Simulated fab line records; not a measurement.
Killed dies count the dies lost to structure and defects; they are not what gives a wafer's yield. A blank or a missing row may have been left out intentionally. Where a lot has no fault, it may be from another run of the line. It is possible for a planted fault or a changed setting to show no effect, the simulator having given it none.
Matching of chambers | flow n5Finfet | 4 sister chambers for N5_BEOL_M6_DESCUM_33 on rieDiel-02
The step chemistry O2, time 7 s. 20 wafers are shown with their chamber, then 10 later ones without.

== WAFERS PAIRED WITH THEIR CHAMBERS ==
wafer  | chamber | drypumpMotorCurrentA (A) | showerheadPlenumPTorr (Torr) | throttleValvePct (%)
L074.2 | 3       | 5.8                      | 2.10                         | 20.12
L074.5 | 2       | 5.3                      | 2.24                         | 20.09
L074.6 | 3       | 5.8                      | 2.10                         | 20.11
L077.1 | 2       | 5.3                      | 2.24                         | 20.09
L077.2 | 3       | 5.8                      | 2.10                         | 20.12
L077.3 | 1       | 6.0                      | 2.16                         | 20.55
L079.3 | 1       | 6.0                      | 2.15                         | 20.54
L079.5 | 1       | 6.0                      | 2.15                         | 20.55
L079.6 | 0       | 5.7                      | 2.04                         | 20.11
L081.3 | 0       | 5.7                      | 2.03                         | 20.12
L081.4 | 2       | 5.3                      | 2.24                         | 20.12
L081.5 | 3       | 5.8                      | 2.09                         | 20.12
L085.1 | 0       | 5.7                      | 2.03                         | 20.13
L085.3 | 2       | 5.3                      | 2.24                         | 20.12
L085.4 | 1       | 6.0                      | 2.15                         | 20.57
L086.2 | 2       | 5.4                      | 2.24                         | 20.12
L086.4 | 0       | 5.7                      | 2.03                         | 20.14
L086.5 | 3       | 5.8                      | 2.09                         | 20.17
L089.1 | 0       | 5.7                      | 2.03                         | 20.15
L089.4 | 0       | 5.7                      | 2.03                         | 20.16

SIGNATURES (means of the wafers above)
reading               | chamber 0 | chamber 1 | chamber 2 | chamber 3 | scatter within a chamber
drypumpMotorCurrentA  | 5.700     | 6.000     | 5.320     | 5.800     | 0.0224
showerheadPlenumPTorr | 2.0317    | 2.1525    | 2.2400    | 2.0960    | 0.00417
throttleValvePct      | 20.1350   | 20.5525   | 20.1080   | 20.1280   | 0.0187
Rule: a wafer lies at a distance from a chamber equal to the root of the sum of squares, over the readings, of (its reading less the chamber's mean, divided by the reading's scatter). If the next closest chamber is less than 2 further off than the closest, the wafer can't be placed; otherwise it belongs to the closest. The scatter: the root of (the sum of the squares of (reading less its chamber's mean) over the shown wafers, divided by (wafers less chambers)).

== WAFERS WHOSE CHAMBER IS MISSING ==
wafer  | drypumpMotorCurrentA (A) | showerheadPlenumPTorr (Torr) | throttleValvePct (%)
L089.6 | 5.8                      | 2.08                         | 20.20
L091.2 | 5.3                      | 2.23                         | 20.15
L091.5 | 5.3                      | 2.23                         | 20.15
L091.6 | 6.0                      | 2.15                         | 20.29
L094.1 | 6.0                      | 2.14                         | 20.31
L094.4 | 5.4                      | 2.23                         | 20.17
L094.5 | 6.0                      | 2.14                         | 20.31
L092.4 | 6.0                      | 2.14                         | 20.30
L092.5 | 5.4                      | 2.23                         | 20.16
L092.6 | 6.1                      | 2.14                         | 20.30

== WHICH CHAMBER EACH ONE RAN IN ==
wafer  | from the rows above | in truth
L089.6 | 3                   | 3
L091.2 | 2                   | 2
L091.5 | 2                   | 2
L091.6 | 1                   | 1
L094.1 | 1                   | 1
L094.4 | 2                   | 2
L094.5 | 1                   | 1
L092.4 | 1                   | 1
L092.5 | 2                   | 2
L092.6 | 1                   | 1
Correctly placed: 10 of 10. Number that these rows cannot place: 0. Wrongly placed: 0.
